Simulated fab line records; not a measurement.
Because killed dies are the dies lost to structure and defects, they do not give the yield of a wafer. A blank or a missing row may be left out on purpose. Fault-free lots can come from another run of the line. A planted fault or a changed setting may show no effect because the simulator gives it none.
fab line records    flow n5_finfet
[record] lots = 7  wafers = 21  last_day = 17
route steps=1938 shown HKMG_FIN@415
lots that met no fault: taken from a fault-free run of the same line
start_h: hours from the record's first day to the start of the lot's first wafer shown    wait_h: how many hours have passed since the lot's step before this one    " as in the row above    L1.1+2: a single row standing in for several wafers    - either no value or no given start    * or withheld: withheld    < > ~ a bound
route shown NAME@n: a module of which the file shows steps, and the number in the route of the first    usual: the fault-free wafers' mean and standard deviation    same: alike in all rows    chamber/n: place in a boat    sites: readings site by site    _std_site: standard deviation across them    _edge_site: inner sites' mean taken away from outer sites' mean    radius_mm: how far each site lies from the wafer's centre    mask NAME#n: copy n    behind: the tool/chamber that last shaped the wafer    hold: cause of the lot's hold/its duration in hours/its outcome    device: transistor that didn't switch, given as n, p or np    end of line: tests run on the same wafers once the route is complete    for a step that has no rows: nothing shown but its recipe    killed: not the wafer's yield, but the dies lost to structure and defects at the first sort    map: shows each die of a wafer: x if killed, . if not, _ if none is there
set.NAME: the run value of the setting; set.NAME@STEP: its run value at that earlier step    model.NAME: the simulator's own value behind a step, which no gauge read
a table for each step, a row for each wafer; lots at some steps of the route
services: the hour from which a tool's chamber was out of use, counted from the record's first day as start_h (under 0 if before that day), plus the number of hours and why
[[steps]]
[step N5_HKMG_FIN_PRECLEAN_64]
[recipe] chemistry = dHF  time_s = 30  temp_c = 25  dilution = withheld
[step N5_HKMG_FIN_WET_ETCH_65]
[recipe] chemistry = TMAH  temp_c = 70  conc_wt_pct = 5  target = a-Si  stop_on = TiN  time_s = 49  target_depth_nm = 3
[step N5_HKMG_FIN_WET_ETCH_81]
[recipe] chemistry = SC1  target = TiN  stop_on = HfO2  mix = 1:1:5  temp_c = 60  time_s = 57  target_depth_nm = 6
[step N5_HKMG_FIN_WET_ETCH_82]
[recipe] chemistry = dHCl  mix = 1:10000  temp_c = 25  target = La2O3  stop_on = HfO2  target_depth_nm = 2  dry = ipa_marangoni  rinse_time_s = 30  rinse_temp_c = 23
[step N5_HKMG_FIN_ALD_36]
[recipe] material = TiN  target_thk_a = 10  temp_c = 400  ald_precursor_family = TiCl4  ald_co_reactant = NH3  pulse_time_s = 1  purge_time_s = 3  co_reactant_purge_time_s = 2  co_reactant_pulse_time_s = 2  ald_cycles = 47  pressure_torr = 3
[usual] heater_power_w = 866/71  precursor_pulse_height_rel = 0.997/0.019
lot.wafer  tool          chamber  start_h  wait_h  heater_power_w  precursor_pulse_height_rel
L867.1     ald_metal-04  0        78.01    0.0     783             0.996
L867.2     "             3        "        "       814             1.012
L867.4     "             1        "        "       806             0.959
L873.4     ald_metal-04  0        109.31   0.0     814             0.991
L873.5     "             0        "        "       819             0.966
L873.6     "             3        "        "       842             1.008
L879.1     ald_metal-04  0        152.80   0.0     790             0.986
L879.3     "             1        "        "       785             0.971
L879.5     "             3        "        "       828             1.006
L880.4     ald_metal-04  2        156.82   0.0     830             0.991
L880.5     "             2        "        "       821             1.028
L880.6     "             3        "        "       803             1.010
L881.4     ald_metal-02  1        160.07   0.2     759             1.023
L881.5     "             3        "        "       879             1.009
L881.6     "             2        "        "       946             1.014
L887.4     ald_metal-02  2        195.73   0.0     960             1.011
L887.5     "             3        "        "       879             0.995
L887.6     "             2        "        "       945             0.982
L888.1     ald_metal-01  3        206.60   0.0     927             0.978
L888.2     "             1        "        "       902             1.005
L888.4     "             2        "        "       1011            0.978
[step N5_HKMG_FIN_THK_MEAS_70]
[recipe] thk_meas_gauge = xrf  reads = HfO2_of_HKMG_FIN_HK_ALD_01
[usual] HK_THK = 1.538/0.017
lot.wafer  tool           chamber  start_h  wait_h  HK_THK[nm]
L867.1     film_metro-02  -        78.29    0.2     1.526
L867.2     "              -        "        "       1.525
L867.4     "              -        "        "       1.530
L873.4     film_metro-01  -        109.61   0.2     1.541
L873.5     "              -        "        "       1.526
L873.6     "              -        "        "       1.526
L879.1     film_metro-01  -        153.08   0.2     1.529
L879.3     "              -        "        "       1.533
L879.5     "              -        "        "       1.515
L880.4     film_metro-01  -        157.10   0.2     1.529
L880.5     "              -        "        "       1.513
L880.6     "              -        "        "       1.523
L881.4     film_metro-02  -        160.23   0.0     1.545
L881.5     "              -        "        "       1.575
L881.6     "              -        "        "       1.555
L887.4     film_metro-01  -        196.01   0.2     1.530
L887.5     "              -        "        "       1.543
L887.6     "              -        "        "       1.545
L888.1     film_metro-02  -        206.88   0.2     1.544
L888.2     "              -        "        "       1.553
L888.4     "              -        "        "       1.546
[step N5_HKMG_FIN_PWFM_ALD_03]
[recipe] material = TiN  target_thk_a = 20  temp_c = 400  ald_precursor_family = TiCl4  ald_co_reactant = NH3  pulse_time_s = 1  purge_time_s = 3  co_reactant_purge_time_s = 2  co_reactant_pulse_time_s = 2  ald_cycles = 91  pressure_torr = 3
[usual] heater_power_w = 873/74  precursor_pulse_height_rel = 0.997/0.02
lot.wafer  tool          chamber  start_h  wait_h  heater_power_w  precursor_pulse_height_rel
L867.1     ald_metal-01  1        78.33    0.0     873             1.019
L867.2     "             2        "        "       1031            1.044
L867.4     "             2        "        "       989             1.001
L873.4     ald_metal-02  0        109.64   0.0     851             0.984
L873.5     "             2        "        "       986             0.978
L873.6     "             3        "        "       903             0.999
L879.1     ald_metal-02  2        153.12   0.0     960             0.993
L879.3     "             1        "        "       797             1.014
L879.5     "             2        "        "       978             0.995
L880.4     ald_metal-02  3        157.36   0.3     896             1.015
L880.5     "             1        "        "       744             1.001
L880.6     "             2        "        "       960             1.010
L881.4     ald_metal-04  0        160.50   0.3     839             1.035
L881.5     "             3        "        "       817             0.992
L881.6     "             0        "        "       814             1.002
L887.4     ald_metal-01  3        196.05   0.0     928             1.025
L887.5     "             2        "        "       1038            1.012
L887.6     "             1        "        "       875             0.976
L888.1     ald_metal-02  3        206.92   0.0     909             1.019
L888.2     "             2        "        "       956             1.022
L888.4     "             0        "        "       850             0.970
[step N5_HKMG_FIN_COAT_29]
[recipe] resist = SOC  temp_c = 250  time_s = 60  spin_rpm = 1500  resist_thk_nm = 300
[step N5_HKMG_FIN_COAT_30]
[recipe] resist = SiARC  temp_c = 220  time_s = 60  spin_rpm = 1500  resist_thk_nm = 35
[step N5_HKMG_FIN_COAT_06]
[recipe] resist = CAR-ArF  spin_rpm = 1500  resist_thk_nm = 90
[step N5_HKMG_FIN_EBR_08]
[recipe] solvent = PGMEA  ebr_width_mm = 1.5
[step N5_HKMG_FIN_SOFTBAKE_07]
[recipe] temp_c = 110  time_s = 60  resist = CAR-ArF
[step N5_HKMG_FIN_EXPOSE_09]
[recipe] mask_id = NWFM  na = 1.35  source_shape = conventional  sigma_outer = 0.8  polarization = unpolarized  dose_mj = 39.25
[usual] exposure_dose_mJ_cm2 = 39.21/0.034  focus_offset_nm = 0.0/0.47
lot.wafer  tool             chamber  start_h  wait_h  mask    exposure_dose_mJ_cm2  focus_offset_nm
L867.1     arfi_scanner-01  0        79.04    -       NWFM#0  39.22                 0.2
L867.2     "                0        "        "       NWFM#0  39.19                 1.1
L867.4     "                0        "        "       NWFM#0  39.21                 0.6
L873.4     arfi_scanner-02  0        110.37   -       NWFM#0  39.23                 0.5
L873.5     "                0        "        "       NWFM#0  39.18                 -0.3
L873.6     "                0        "        "       NWFM#0  39.18                 0.0
L879.1     arfi_scanner-01  -        153.83   -       NWFM#0  -                     -
L879.3     "                -        "        "       NWFM#0  -                     -
L879.5     "                -        "        "       NWFM#0  -                     -
L880.4     arfi_scanner-01  -        157.74   -       NWFM#0  -                     -
L880.5     "                -        "        "       NWFM#0  -                     -
L880.6     "                -        "        "       NWFM#0  -                     -
L881.4     arfi_scanner-03  -        161.23   -       NWFM#0  -                     -
L881.5     "                -        "        "       NWFM#0  -                     -
L881.6     "                -        "        "       NWFM#0  -                     -
L887.4     arfi_scanner-01  0        196.78   -       NWFM#0  39.26                 -0.4
L887.5     "                0        "        "       NWFM#0  39.27                 -0.4
L887.6     "                0        "        "       NWFM#0  39.22                 0.5
L888.1     arfi_scanner-03  0        207.63   -       NWFM#0  39.19                 0.6
L888.2     "                0        "        "       NWFM#0  39.19                 0.0
L888.4     "                0        "        "       NWFM#0  39.27                 0.4
[step N5_HKMG_FIN_PEB_10]
[recipe] peb_temp_c = withheld  peb_time_s = 60  resist = CAR-ArF
[[services]]
tool             chamber  start_h  hours  kind
ald_metal-01     3        66.14    23.5   repair
arfi_scanner-02  -        73.40    1.3    pm
arfi_scanner-02  -        81.38    0.8    pm
arfi_scanner-01  -        84.88    0.8    pm
ald_metal-02     -        90.28    6.0    pm
arfi_scanner-01  -        92.57    0.8    repair
arfi_scanner-02  -        93.67    2.2    repair
arfi_scanner-02  -        96.36    1.0    pm
ald_metal-01     0        97.94    5.1    repair
arfi_scanner-02  -        100.70   0.8    pm
arfi_scanner-03  -        102.50   0.8    pm
ald_metal-02     -        118.81   1.0    repair
arfi_scanner-01  -        125.65   1.3    pm
ald_metal-01     -        131.39   28.1   pm
arfi_scanner-03  -        132.96   16.1   repair
ald_metal-02     0        147.49   20.1   repair
arfi_scanner-03  -        155.90   1.3    pm
arfi_scanner-01  -        160.12   6.7    repair
arfi_scanner-03  -        173.28   4.9    pm
arfi_scanner-03  -        185.51   1.0    pm
arfi_scanner-02  -        189.07   0.7    repair
arfi_scanner-01  -        190.00   1.0    pm
ald_metal-01     -        203.65   0.5    repair
ald_metal-04     -        204.95   0.5    repair
[[key]]
[first_sign] step = N5_HKMG_FIN_EXPOSE_09  reading = tool_record  direction = missing
effect none on later readings
met_at N5_HKMG_FIN_EXPOSE_09
struck_wafers L879.1,L879.3,L879.5,L880.4,L880.5,L880.6,L881.4,L881.5,L881.6
later_rows_left_out L879.1,L879.3,L879.5,L880.4,L880.5,L880.6,L881.4,L881.5,L881.6
sort_left_out L879.1,L879.3,L879.5,L880.4,L880.5,L880.6,L881.4,L881.5,L881.6
tester_left_out L879,L880,L881
onset_between 79.04 153.83
[fault] kind = skipped_step_whole  tool = arfi_scanner-01,arfi_scanner-03  chamber = -  onset_h = 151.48  steps = N5_HKMG_FIN_EXPOSE_09  scope = struck_lots_only
// tester_left_out: of these lots the tester's yield and bins aren't shown, on N5 and GAA mostly nor the transistor test; their killed dies are dies lost to structure and defects alone, not to doping, threshold or leakage, so they don't give the yield
// sort_left_out: the simulated sort isn't trusted on such a fault, so these wafers' sort isn't shown, and their yield isn't known
// later_rows_left_out: the simulator's readings of these wafers behind a module that went badly wrong aren't trusted and aren't shown, but for the sort
